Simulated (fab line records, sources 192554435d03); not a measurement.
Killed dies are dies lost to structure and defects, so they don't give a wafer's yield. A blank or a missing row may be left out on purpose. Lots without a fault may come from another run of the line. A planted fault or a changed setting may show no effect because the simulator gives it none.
Which tool did it? | flow n5_finfet | 15 lots, 45 wafers sampled, at 3 steps of a route of 1938

WHAT THE GAUGES READ, wafer by wafer
N5_BEOL_M11_RS_MEAS_57: measures by four-point-probe.
lot  | measured     | on            | M11_RS (ohm/sq)
L502 | day 11 14:49 | film_metro-01 | 0.149 0.151 0.154
L501 | day 12 03:56 | film_metro-01 | 0.155 0.152 0.154
L504 | day 12 14:53 | film_metro-01 | 0.152 0.154 0.152
L505 | day 12 23:07 | film_metro-02 | 0.151 0.149 0.152
L508 | day 13 13:59 | film_metro-02 | 0.151 0.149 0.149
L511 | day 14 00:29 | film_metro-02 | 0.153 0.157 0.152
L512 | day 14 05:16 | film_metro-02 | 0.157 0.147 0.149
L513 | day 14 06:46 | film_metro-02 | 0.156 0.159 0.150
L518 | day 15 15:05 | film_metro-01 | 0.150 0.152 0.154
L520 | day 16 21:54 | film_metro-01 | 0.152 0.144 0.148
L519 | day 17 07:00 | film_metro-02 | 0.152 0.151 0.151
L523 | day 18 04:05 | film_metro-02 | 0.143 0.147 0.145
L522 | day 18 04:29 | film_metro-01 | 0.158 0.150 0.156
L521 | day 18 04:32 | film_metro-02 | 0.145 0.152 0.148
L524 | day 18 06:48 | film_metro-02 | 0.147 0.146 0.146

WHICH TOOL RAN EACH LOT (tool, then ch and the chambers of the sampled wafers, then the start)
lot  | N5_BEOL_M11_ALD_74                  | N5_BEOL_M11_ANNEAL_51
L502 | ald_metal-02 ch 0,1,3, day 11 11:52 | rtp_anneal-02 ch 0, day 11 14:07
L501 | ald_metal-03 ch 1,2, day 12 02:07   | rtp_anneal-02 ch 0, day 12 03:16
L504 | ald_metal-01 ch 0,1,3, day 12 12:50 | rtp_anneal-01 ch 0, day 12 14:16
L505 | ald_metal-03 ch 0,1,2, day 12 21:32 | rtp_anneal-02 ch 0, day 12 22:24
L508 | ald_metal-01 ch 2,3, day 13 12:17   | rtp_anneal-02 ch 0, day 13 13:19
L511 | ald_metal-02 ch 1,2,3, day 13 22:49 | rtp_anneal-02 ch 0, day 13 23:46
L512 | ald_metal-02 ch 0,1, day 14 02:43   | rtp_anneal-01 ch 0, day 14 04:35
L513 | ald_metal-01 ch 0,1,2, day 14 05:15 | rtp_anneal-02 ch 0, day 14 06:05
L518 | ald_metal-01 ch 0,2,3, day 15 13:25 | rtp_anneal-02 ch 0, day 15 14:26
L520 | ald_metal-02 ch 0,1,2, day 16 18:56 | rtp_anneal-02 ch 0, day 16 21:11
L519 | ald_metal-03 ch 0,3, day 17 05:28   | rtp_anneal-02 ch 0, day 17 06:25
L523 | ald_metal-03 ch 0,3, day 18 02:26   | rtp_anneal-01 ch 0, day 18 03:28
L522 | ald_metal-01 ch 0,2,3, day 18 02:44 | rtp_anneal-02 ch 0, day 18 03:44
L521 | ald_metal-03 ch 0,2,3, day 18 02:54 | rtp_anneal-01 ch 0, day 18 03:49
L524 | ald_metal-02 ch 0,2,3, day 18 03:32 | rtp_anneal-02 ch 0, day 18 06:04
- N5_BEOL_M11_ALD_74: deposits TaN, target thk 2 nm, pulse time 2 s, purge time 3 s.
- N5_BEOL_M11_ANNEAL_51: time 90 s.

WHAT THE TOOLS THEMSELVES READ (means of the sampled wafers that have a number; where no wafer has one, the mark that the record gives instead)
N5_BEOL_M11_ALD_74.
lot  | tool         | chamber_pressure_Torr (Torr) | heater_power_w (W) | mfc_carrier_sccm (sccm)
L502 | ald_metal-02 | 2.994                        | 393                | 1500
L501 | ald_metal-03 | 2.998                        | 390                | 1503
L504 | ald_metal-01 | 3.006                        | 402                | 1498
L505 | ald_metal-03 | 3.003                        | 395                | 1500
L508 | ald_metal-01 | 3.001                        | 483                | 1499
L511 | ald_metal-02 | 2.998                        | 387                | 1499
L512 | ald_metal-02 | 2.999                        | 412                | 1497
L513 | ald_metal-01 | 2.999                        | 430                | 1502
L518 | ald_metal-01 | 3.000                        | 449                | 1499
L520 | ald_metal-02 | 3.000                        | 400                | 1497
L519 | ald_metal-03 | 3.005                        | 418                | 1500
L523 | ald_metal-03 | 2.994                        | 406                | 1501
L522 | ald_metal-01 | 3.003                        | 446                | 1503
L521 | ald_metal-03 | 3.002                        | 396                | 1502
L524 | ald_metal-02 | 2.998                        | 381                | 1500

N5_BEOL_M11_ANNEAL_51.
lot  | tool          | wafer_temp_C_max
L502 | rtp_anneal-02 | 226.03
L501 | rtp_anneal-02 | 226.51
L504 | rtp_anneal-01 | 225.83
L505 | rtp_anneal-02 | 226.19
L508 | rtp_anneal-02 | 226.42
L511 | rtp_anneal-02 | 226.31
L512 | rtp_anneal-01 | 225.97
L513 | rtp_anneal-02 | 226.16
L518 | rtp_anneal-02 | 226.26
L520 | rtp_anneal-02 | 225.90
L519 | rtp_anneal-02 | 226.37
L523 | rtp_anneal-01 | 225.82
L522 | rtp_anneal-02 | 226.01
L521 | rtp_anneal-01 | 225.80
L524 | rtp_anneal-02 | 226.37

THE ANSWER, worked out from the rows above alone
Rule: what is usual is taken from the lots themselves. Put in order of their means at a reading, lots are off if they are a third of the lots or fewer, leave a main group of 4 or more, and stand apart from it by a gap of 3 or more times the standard deviation of the main group's means; of several such gaps the widest counts. A main group whose means are all the same, to the digits that the tables above print for the reading, isn't used. A lot without any number at a reading at which 4 lots or more have one is off too. The other lots that the step has rows for count as sound. The gauges are gone through in route order, then the tools' own readings, and for those a lot's mean is taken as printed above. The first step at which some lot is off is used, and at that step the reading that is off furthest; a lot without a number counts as furthest.
No lot is off at any reading shown: from this, nothing can be told.

WHAT THE SIMULATOR HAD PUT IN
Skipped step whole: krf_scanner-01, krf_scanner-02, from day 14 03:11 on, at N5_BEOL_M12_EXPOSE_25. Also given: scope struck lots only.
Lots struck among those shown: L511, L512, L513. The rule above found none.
